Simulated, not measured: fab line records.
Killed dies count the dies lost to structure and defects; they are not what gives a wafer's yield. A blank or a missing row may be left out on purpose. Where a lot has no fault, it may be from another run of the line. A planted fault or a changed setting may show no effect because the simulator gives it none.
Matching of chambers ; flow n5 finfet ; N5_STI_FIN_REVEAL_ALD_00 on ald sin-03: 4 sister chambers
The step deposits SiO2, target thk 1 nm, pulse time 1 s. 8 wafers are shown with their chamber, then 8 later ones without.

WAFERS, EACH WITH ITS CHAMBER
wafer;chamber;heater power w (W);precursor pulse height rel
L081.6;1;492;1.011
L082.2;0;488;1.003
L082.4;3;498;1.017
L082.5;2;508;0.969
L084.1;3;492;0.995
L084.3;1;486;1.025
L084.4;0;477;0.999
L086.2;2;513;1.015

WAFERS MISSING THEIR CHAMBER
wafer;heater power w (W);precursor pulse height rel
L086.4;485;0.986
L086.6;498;1.027
L094.2;496;0.990
L094.3;522;0.988
L094.5;486;1.002
L095.1;490;1.009
L095.4;518;1.001
L095.5;483;0.961

WHICH CHAMBER EACH ONE RAN IN
wafer;from the rows above;in truth
L086.4;can't be placed: 0 or 1 or 3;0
L086.6;can't be placed: 3 or 1 or 2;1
L094.2;can't be placed: 3 or 1 or 0 or 2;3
L094.3;2;2
L094.5;can't be placed: 0 or 1 or 3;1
L095.1;can't be placed: 1 or 3 or 0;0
L095.4;2;2
L095.5;can't be placed: 0 or 1 or 3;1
Placed correctly: 2 of 8. These rows do not allow placing 6 (true chamber among the candidates in 6). Wrongly placed: 0.
How it was worked out, from the rows above alone: a wafer's distance from a chamber is the root of the sum, over the readings, of the square of ((its reading less the chamber's mean) divided by the reading's scatter). The wafer belongs to the nearest chamber; if the next one is less than 2 further off, it can't be placed. The mean given for a chamber averages the wafers shown for that chamber. The scatter is the square root of a quotient: the sum, over the shown wafers, of each reading's squared deviation from its chamber's mean, divided by wafers minus chambers.
